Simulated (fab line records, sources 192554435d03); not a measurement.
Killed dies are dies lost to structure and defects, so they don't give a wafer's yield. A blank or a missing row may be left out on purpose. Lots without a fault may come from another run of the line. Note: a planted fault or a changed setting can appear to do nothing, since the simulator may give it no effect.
fab line records | flow n5_finfet
record lots=5 | wafers=15 | last_day=21
route steps=1938 shown PASS1_DEP@1831 MIM_BOT@1832 MIM_TOP@1834 MIM_TOP_LITHO@1839
lots that met no fault: from a run of the same line without faults
start_h: hours from the record's opening day to when the first of the lot's shown wafers began | wait_h: time in hours since the lot's previous step | " same as the row above | L1.1+2: a single row standing in for several wafers | - no value, or no start was given | * or withheld: withheld | < > ~ a bound
route shown NAME@n: NAME is a module with steps in the file, n the number in the route of the first one | usual: the fault-free wafers' mean and standard deviation | same: alike in all rows | chamber/n: place in a boat | sites: per-site readings | _std_site: standard deviation of those values | _edge_site: outer sites' mean less inner sites' | radius_mm: for every site, how far away it sits from the centre of the wafer | mask NAME#n: copy n | behind: the last tool/chamber to shape the wafer | hold: reason for holding the lot/hours on hold/outcome of the hold | device: the transistor (n, p or np) that didn't switch | end of line: at the end of the route, the tests of the same wafers | a step given without rows: its recipe and nothing more | killed: count of dies lost to structure and defects at first sort (not the wafer's yield) | map: dies across one wafer; x = killed, . = not, _ = none there
set.NAME: the setting that was run; set.NAME@STEP: the one run at that earlier step | model.NAME: the simulator's own value behind a step, which no gauge read
certain route steps with their lots: each step a table, each wafer a row
services: the hour from which a tool's chamber was out of use, counted from the record's first day as start_h (under 0 if before that day), plus the number of hours and why
## steps
# step N5_PASSIVATION_PECVD_00
# recipe material=SiO2 | target_thk_a=2000 | temp_c=400 | precursor=SiH4/N2O | pressure_torr=2.7 | rf_w=608 | time_s=11.2
# usual heater_power_w=610/100 | showerhead_plenum_p_Torr=8.20/0.096 | throttle_valve_pct=51.8/2.4
lot.wafer | tool     | chamber | start_h | wait_h | heater_power_w | showerhead_plenum_p_Torr | throttle_valve_pct
L995.2    | pecvd-03 | 1       | 375.00  | 0.7    | 532            | 8.11                     | 54.6
L995.3    | "        | 2       | "       | "      | 746            | 8.39                     | 50.0
L995.6    | "        | 0       | "       | "      | 450            | 8.11                     | 52.6
L101.3    | pecvd-02 | 1       | 393.27  | 0.5    | 811            | 8.08                     | 53.4
L101.4    | "        | 1       | "       | "      | 785            | 8.09                     | 53.7
L101.5    | "        | 2       | "       | "      | 613            | 8.21                     | 51.6
L108.2    | pecvd-03 | 1       | 445.65  | 0.7    | 574            | 8.10                     | 54.3
L108.3    | "        | 1       | "       | "      | 586            | 8.11                     | 54.3
L108.4    | "        | 0       | "       | "      | 414            | 8.09                     | 52.4
L116.2    | pecvd-02 | 2       | 485.80  | 0.7    | 662            | 8.24                     | 52.7
L116.3    | "        | 0       | "       | "      | 616            | 8.19                     | 52.7
L116.4    | "        | 2       | "       | "      | 676            | 8.25                     | 52.4
L117.4    | pecvd-02 | 1       | 498.44  | 0.4    | 687            | 8.05                     | 48.9
L117.5    | "        | 1       | "       | "      | 713            | 8.07                     | 48.7
L117.6    | "        | 0       | "       | "      | 734            | 8.19                     | 52.7
# step N5_MIM_BOT_DEGAS_01
# recipe ambient=vacuum | temp_c=300 | time_s=60
# step N5_MIM_BOT_SPUTTER_00
# recipe material=TiN | target_thk_a=350 | temp_c=200 | power_w=3000 | chamber_pressure_pa=0.49996 | gas=Ar | reactive_partial_pa=0.37997 | time_s=89.7
# usual throttle_valve_pct=30.1/1.2
lot.wafer | tool           | chamber | start_h | wait_h | throttle_valve_pct
L995.2    | pvd_sputter-02 | -       | 375.44  | 0.0    | 30.6
L995.3    | "              | -       | "       | "      | 29.0
L995.6    | "              | -       | "       | "      | 30.6
L101.3    | pvd_sputter-01 | -       | 395.26  | 0.0    | 28.7
L101.4    | "              | -       | "       | "      | 31.4
L101.5    | "              | -       | "       | "      | 28.6
L108.2    | pvd_sputter-02 | -       | 447.98  | 0.0    | 30.6
L108.3    | "              | -       | "       | "      | 30.2
L108.4    | "              | -       | "       | "      | 28.8
L116.2    | pvd_sputter-03 | -       | 487.17  | 0.0    | 28.4
L116.3    | "              | -       | "       | "      | 30.0
L116.4    | "              | -       | "       | "      | 28.7
L117.4    | pvd_sputter-03 | -       | 499.19  | 0.0    | 30.0
L117.5    | "              | -       | "       | "      | 30.0
L117.6    | "              | -       | "       | "      | 32.1
# step N5_MIM_TOP_ALD_00
# recipe material=Al2O3 | target_thk_a=* | temp_c=withheld | ald_precursor_family=TMA | ald_co_reactant=O3 | pulse_time_s=withheld | purge_time_s=3 | co_reactant_purge_time_s=withheld | co_reactant_pulse_time_s=3 | ald_cycles=withheld
# step N5_MIM_TOP_ALD_01
# recipe material=HfO2 | target_thk_a=56 | temp_c=withheld | ald_precursor_family=Hf-amide | ald_co_reactant=O3 | pulse_time_s=1 | purge_time_s=3 | co_reactant_purge_time_s=2 | co_reactant_pulse_time_s=3 | ald_cycles=62
# step N5_MIM_TOP_ALD_02
# recipe material=Al2O3 | target_thk_a=* | temp_c=withheld | ald_precursor_family=TMA | ald_co_reactant=O3 | pulse_time_s=withheld | purge_time_s=3 | co_reactant_purge_time_s=withheld | co_reactant_pulse_time_s=3 | ald_cycles=withheld
# usual precursor_pulse_height_rel=0.999/0.019
lot.wafer | tool      | chamber | start_h | wait_h | precursor_pulse_height_rel
L995.2    | ald_hk-02 | 1       | -       | -      | 1.002
L995.3    | "         | 0       | "       | "      | 1.017
L995.6    | "         | 3       | "       | "      | 1.033
L101.3    | ald_hk-02 | 1       | -       | -      | 1.020
L101.4    | "         | 2       | "       | "      | 0.981
L101.5    | "         | 3       | "       | "      | 0.979
L108.2    | ald_hk-02 | 3       | -       | -      | 0.988
L108.3    | "         | 2       | "       | "      | 0.999
L108.4    | "         | 1       | "       | "      | 1.040
L116.2    | ald_hk-02 | 3       | -       | -      | 0.987
L116.3    | "         | 0       | "       | "      | 0.994
L116.4    | "         | 2       | "       | "      | 1.011
L117.4    | ald_hk-03 | 1       | -       | -      | 1.020
L117.5    | "         | 3       | "       | "      | 0.975
L117.6    | "         | 0       | "       | "      | 1.028
# step N5_MIM_TOP_DEGAS_04
# recipe ambient=vacuum | temp_c=300 | time_s=60
# usual heater_power_w=458/64
lot.wafer | tool           | chamber | start_h | wait_h | heater_power_w
L995.2    | pvd_sputter-03 | -       | 377.79  | -      | 432
L995.3    | "              | -       | "       | "      | 548
L995.6    | "              | -       | "       | "      | 482
L101.3    | pvd_sputter-01 | -       | 396.66  | -      | 433
L101.4    | "              | -       | "       | "      | 574
L101.5    | "              | -       | "       | "      | 422
L108.2    | pvd_sputter-02 | -       | 449.90  | -      | 429
L108.3    | "              | -       | "       | "      | 447
L108.4    | "              | -       | "       | "      | 375
L116.2    | pvd_sputter-02 | -       | 489.80  | -      | 422
L116.3    | "              | -       | "       | "      | 565
L116.4    | "              | -       | "       | "      | 378
L117.4    | pvd_sputter-02 | -       | 500.42  | -      | 389
L117.5    | "              | -       | "       | "      | 435
L117.6    | "              | -       | "       | "      | 558
# step N5_MIM_TOP_SPUTTER_03
# recipe material=TiN | target_thk_a=350 | temp_c=200 | power_w=3000 | chamber_pressure_pa=0.49996 | gas=Ar | reactive_partial_pa=0.37997 | time_s=89.7
# usual throttle_valve_pct=30.1/1.2
lot.wafer | tool           | chamber | start_h | wait_h | throttle_valve_pct
L995.2    | pvd_sputter-03 | -       | 377.83  | 0.0    | 28.3
L995.3    | "              | -       | "       | "      | 30.1
L995.6    | "              | -       | "       | "      | 31.8
L101.3    | pvd_sputter-01 | -       | 396.70  | 0.0    | 31.6
L101.4    | "              | -       | "       | "      | 31.9
L101.5    | "              | -       | "       | "      | 31.8
L108.2    | pvd_sputter-02 | -       | 449.94  | 0.0    | 30.5
L108.3    | "              | -       | "       | "      | 30.4
L108.4    | "              | -       | "       | "      | 28.9
L116.2    | pvd_sputter-02 | -       | 489.84  | 0.0    | 30.4
L116.3    | "              | -       | "       | "      | 30.5
L116.4    | "              | -       | "       | "      | 28.8
L117.4    | pvd_sputter-02 | -       | 500.48  | 0.0    | 28.8
L117.5    | "              | -       | "       | "      | 30.5
L117.6    | "              | -       | "       | "      | 31.0
# step N5_MIM_TOP_LITHO_HMDS_01
# recipe time_s=60 | temp_c=120
# step N5_MIM_TOP_LITHO_COAT_02
# recipe spin_rpm=* | resist_thk_nm=*
# step N5_MIM_TOP_LITHO_EBR_04
# recipe solvent=PGMEA | ebr_width_mm=1.5
# step N5_MIM_TOP_LITHO_SOFTBAKE_03
# recipe temp_c=100 | time_s=90
# step N5_MIM_TOP_LITHO_EXPOSE_05
# recipe mask_id=MIM_TOP | na=0.55 | source_shape=conventional | sigma_outer=0.8 | polarization=unpolarized | target_cd_nm=2000 | dose_mj=20.5
# usual exposure_dose_mJ_cm2=20.478/0.02
lot.wafer | tool           | chamber | start_h | wait_h | mask      | exposure_dose_mJ_cm2
L995.2    | krf_scanner-01 | 0       | 378.17  | -      | MIM_TOP#0 | 20.490
L995.3    | "              | 0       | "       | "      | MIM_TOP#0 | 20.450
L995.6    | "              | 0       | "       | "      | MIM_TOP#0 | 20.478
L101.3    | krf_scanner-02 | 0       | 396.93  | -      | MIM_TOP#0 | 20.472
L101.4    | "              | 0       | "       | "      | MIM_TOP#0 | 20.505
L101.5    | "              | 0       | "       | "      | MIM_TOP#0 | 20.498
L108.2    | krf_scanner-01 | 0       | 450.28  | -      | MIM_TOP#0 | 20.497
L108.3    | "              | 0       | "       | "      | MIM_TOP#0 | 20.449
L108.4    | "              | 0       | "       | "      | MIM_TOP#0 | 20.460
L116.2    | krf_scanner-01 | 0       | 490.06  | -      | MIM_TOP#0 | 20.473
L116.3    | "              | 0       | "       | "      | MIM_TOP#0 | 20.461
L116.4    | "              | 0       | "       | "      | MIM_TOP#0 | 20.470
L117.4    | krf_scanner-02 | 0       | 500.80  | -      | MIM_TOP#0 | 20.140
L117.5    | "              | 0       | "       | "      | MIM_TOP#0 | 20.123
L117.6    | "              | 0       | "       | "      | MIM_TOP#0 | 20.134
# step N5_MIM_TOP_LITHO_PEB_06
# recipe peb_temp_c=withheld | peb_time_s=*
## services
tool           | chamber | start_h | hours | kind
krf_scanner-01 | -       | 354.11  | 1.0   | pm
pecvd-02       | 2       | 355.98  | 11.3  | repair
krf_scanner-01 | 0       | 356.32  | -     | calibration
krf_scanner-02 | 0       | 371.54  | -     | calibration
krf_scanner-01 | -       | 378.50  | 1.3   | pm
krf_scanner-02 | -       | 385.11  | 1.0   | pm
pecvd-02       | 1       | 403.96  | -     | clean
pecvd-02       | 1       | 403.96  | -     | consumable_replace:showerhead
pecvd-02       | 1       | 403.96  | 29.0  | scheduled_down
pecvd-02       | 1       | 403.96  | 29.0  | vent_cycle
krf_scanner-02 | -       | 405.08  | 0.3   | repair
pvd_sputter-02 | -       | 409.67  | 7.3   | repair
ald_hk-02      | -       | 416.55  | 8.7   | pm
krf_scanner-02 | -       | 418.84  | 0.8   | pm
pvd_sputter-01 | -       | 426.95  | 3.4   | repair
krf_scanner-02 | -       | 431.92  | 1.3   | pm
pecvd-03       | 2       | 444.22  | 19.8  | repair
ald_hk-02      | -       | 467.72  | 0.3   | repair
pecvd-02       | 1       | 486.81  | 7.4   | repair
pecvd-02       | 0       | 490.76  | 2.1   | scheduled_down
krf_scanner-01 | -       | 491.57  | 0.8   | pm
pecvd-03       | -       | 491.74  | 1.5   | repair
## key
first_sign step=N5_MIM_TOP_LITHO_EXPOSE_05 | reading=exposure_dose_mJ_cm2 | direction=down | sigmas=18 | usual=20.478 | struck=20.132
effect none on later readings
met_at N5_MIM_TOP_LITHO_EXPOSE_05
struck_wafers L117.4,L117.5,L117.6
loop_trim step=N5_MIM_TOP_LITHO_EXPOSE_05 | setting=dose | lots=L117
onset_between 396.93 500.80
fault kind=process_parameter_drift | tool=krf_scanner-02 | chamber=- | onset_h=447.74 | steps=N5_MIM_TOP_LITHO_EXPOSE_05 | channel=dose_mj | offset=-0.54047 | shape=step | acts_in=these_recipes_only | stated=20.5
# loop_trim: a control loop set the setting to another value than it would have without faults
